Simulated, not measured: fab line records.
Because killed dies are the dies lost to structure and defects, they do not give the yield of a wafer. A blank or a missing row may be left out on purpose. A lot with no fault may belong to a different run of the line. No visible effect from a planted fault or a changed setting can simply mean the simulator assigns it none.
Comparing a struck lot with a sound one | flow n5-finfet | 15 out of 1938 route steps
Sound: the wafers L882.2, L882.4, L882.6. Struck: wafer L900.6. (L900.5 of the same lot was not struck and is left out.) The cause comes at the end.
At each step with rows: each side's tool, then ch and its chambers, then its first start. Under that, the readings that differ: sound wafers | struck wafers | difference of the means | sigmas: that difference in standard deviations of wafers without a fault.
alike: readings with means less than 2 such deviations apart, plus words and numbers identical on both sides. not compared: withheld readings, readings lacking a value on some wafer, bounds such as >300 that could conceal the same value, and numbers that have no deviation in the record and whose values overlap.
The two part at a step that has a row with sigmas, a row that says differs or no value, or rows on one side only. Numbers that don't overlap but have no deviation are shown without sigmas and don't part them. A reading missing from all wafers of one side parts the sides only when that side holds two or more wafers.

first, 8 steps without rows for these wafers: N5_BEOL_M11_COAT_63 (time 60 s, resist thk 100 nm); N5_BEOL_M11_COAT_64 (time 60 s, resist thk 30 nm); N5_BEOL_M11_COAT_22 (resist thk 90 nm); N5_BEOL_M11_EBR_24; N5_BEOL_M11_SOFTBAKE_23 (time 60 s); N5_BEOL_M11_EXPOSE_25 (exposes mask V10); N5_BEOL_M11_PEB_26 (peb time 60 s); N5_BEOL_M11_DEVELOP_27 (develop time 30 s).
N5_BEOL_M11_CD_MEAS_28 targets a cd of 70 nm.
  sound on cd-sem-01 ch 0, day 10 19:23; struck on cd-sem-02 ch 0, day 15 21:13
  alike: cd-nm
N5_BEOL_M11_OVL_MEAS_29:
  sound on overlay-02 ch 0, day 10 19:25; struck on overlay-02 ch 0, day 15 21:14
  alike: V10_OVL
N5_BEOL_M11_INSPECT_30: inspects for defects (brightfield).
  struck on defect-inspect-02, day 15 21:16; sound on defect-inspect-02, day 10 19:26
  alike: raw-defect-count
N5_BEOL_M11_DESCUM_33: chemistry O2, time 7.9 s.
  sound on rie-diel-05 ch 1,3, day 10 19:37; struck on rie-diel-04 ch 0, day 15 21:32
  reading                | sound             | struck | difference | sigmas
  throttle-valve-pct (%) | 20.82 20.21 20.21 | 19.72  | -0.69      | -2
  alike: bias-power-w, drypump-motor-current-A, oes-product-au, rf-vpp-V, showerhead-plenum-p-Torr
  not compared: rf-hours-counter-h
N5_BEOL_M11_ETCH_65: etches SiARC in CF4, target depth 39 nm, time 65 s.
  sound on rie-diel-05 ch 1,3, day 10 19:39; struck on rie-diel-04 ch 0, day 15 21:34
  reading                | sound             | struck | difference | sigmas
  etch-rf-on-time-s (s)  | 66.2 66.0 65.6    | 119.0  | +53.1      | +29
  throttle-valve-pct (%) | 15.92 15.52 15.51 | 15.11  | -0.54      | -3
  alike: drypump-motor-current-A, oes-product-au, rf-vpp-V, showerhead-plenum-p-Torr
  not compared: bias-w, rf-hours-counter-h
N5_BEOL_M11_ETCH_66: etches SOC in N2/H2, target depth 120 nm, overetch 24 nm, time 180 s.
  sound on rie-diel-05 ch 1,3, day 10 19:42; struck on rie-diel-04 ch 0, day 15 21:40
  reading                | sound             | struck | difference | sigmas
  throttle-valve-pct (%) | 18.36 17.81 17.82 | 17.12  | -0.88      | -3
  alike: bias-w, drypump-motor-current-A, oes-product-au, rf-vpp-V, showerhead-plenum-p-Torr
  not compared: rf-hours-counter-h
after that, 1 step had no rows for these wafers: N5_PASSIVATION_PROBE_49.

WHERE THEY PART
At N5_BEOL_M11_DESCUM_33 first; at N5_BEOL_M11_ETCH_66 last (within this record only).

WHY: whatever the simulator had introduced
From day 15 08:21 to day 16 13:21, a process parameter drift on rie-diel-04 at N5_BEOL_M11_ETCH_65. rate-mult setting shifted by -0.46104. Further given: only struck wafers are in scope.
